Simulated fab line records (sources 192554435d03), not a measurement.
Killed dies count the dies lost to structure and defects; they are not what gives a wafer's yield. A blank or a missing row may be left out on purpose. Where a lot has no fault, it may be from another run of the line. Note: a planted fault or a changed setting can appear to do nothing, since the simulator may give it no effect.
2 desks looking at one fault / flow n5Finfet / each desk has only its own numbers; what lay behind them comes last

## TOOL OWNER'S DESK, rieSi-06
The tool's own readings at N5_BEOL_M0_SAQP_ETCH_102 (etches SiO2 in CF4, target depth 4 nm, time 4.4 s): means of the sampled wafers that have a number, for each lot that ran on this tool. If a lot's mean is further than 4 standard deviations from the usual mean, the lot is out of limits and carries the mark OUT (the distance appears in the brackets).
Columns: A = drypumpMotorCurrentA at N5_BEOL_M0_SAQP_ETCH_102, usual 5.7 A; B = heBacksideLeakSccm at N5_BEOL_M0_SAQP_ETCH_102, usual 2.7 sccm; C = oesProductAu at N5_BEOL_M0_SAQP_ETCH_102, usual 1.010 a.u.; D = throttleValvePct at N5_BEOL_M0_SAQP_ETCH_102, usual 21.74 %
lot=L144; first seen here=day 6 01:19; A=5.8; B=2.6; C=1.007; D=21.77
lot=L148; first seen here=day 6 20:23; A=5.6; B=2.6; C=1.024; D=21.78
lot=L156; first seen here=day 8 18:24; A=5.8; B=2.5; C=1.274 (+13) OUT; D=21.85
lot=L157; first seen here=day 8 23:27; A=5.8; B=2.5; C=1.275 (+13) OUT; D=21.86
This desk finds L156, L157 out of limits, L156 being first, at day 8 18:24 (oesProductAu at N5_BEOL_M0_SAQP_ETCH_102). Within limits: L144, L148.

## METROLOGY DESK
Means of the sampled wafers that have a number, per lot and without regard to the tool the lot ran on: this is what the gauges read. If a lot's mean is further than 4 standard deviations from the usual mean, the lot is out of limits and carries the mark OUT (the distance appears in the brackets). Shown here are 7 of its 11 readings, the ones lying furthest out on some lot.
Columns: A = cdNm at N5_BEOL_M0_SAQP_CD_MEAS_25, usual 12.83 nm; B = DIBL_P at N5_BEOL_M4_RC_MEAS_101, usual 37.1 mV/V; C = IOFF_P at N5_BEOL_M4_RC_MEAS_101, usual 0.22 nA/um; D = ION_N at N5_BEOL_M4_RC_MEAS_101, usual 679 uA/um; E = ION_P at N5_BEOL_M4_RC_MEAS_101, usual 466 uA/um; F = VT_N at N5_BEOL_M4_RC_MEAS_101, usual 248.8 mV; G = VT_P at N5_BEOL_M4_RC_MEAS_101, usual -250 mV
lot=L144; first seen here=day 6 01:11; A=13.03; B=38.7; C=0.26; D=686; E=466; F=247.0; G=-246
lot=L148; first seen here=day 6 20:15; A=12.80; B=36.0; C=0.22; D=669; E=463; F=250.3; G=-250
lot=L156; first seen here=day 8 18:15; A=12.81; B=35.1; C=0.22; D=673; E=465; F=249.1; G=-248
lot=L157; first seen here=day 8 23:17; A=12.91; B=34.4; C=0.21; D=662; E=460; F=252.1; G=-250
lot=L160; first seen here=day 9 21:59; A=13.14; B=37.7; C=0.22; D=672; E=463; F=251.1; G=-250
lot=L163; first seen here=day 10 22:25; A=12.84; B=35.8; C=0.17; D=663; E=446; F=252.7; G=-259
This desk found nothing out of limits on any of the 6 lots.

## BROUGHT TOGETHER
The tool owner's desk could have raised an alarm at day 8 18:24, on L156, L157.
At the metrology desk, nothing out of limits was observed.
The metrology desk has L156, L157 on record, within its limits.
Of the lots named, all ran N5_BEOL_M0_SAQP_ETCH_102 on rieSi-06.

## WHAT HAD BEEN PUT IN BY THE SIMULATOR
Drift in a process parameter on rieSi-06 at N5_BEOL_M0_SAQP_ETCH_102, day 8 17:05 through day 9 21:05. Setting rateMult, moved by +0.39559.
Struck lots among those shown: L156, L157.
How many hours passed from the start of the fault until each desk's first out-of-limits reading: the tool owner's desk, 1.
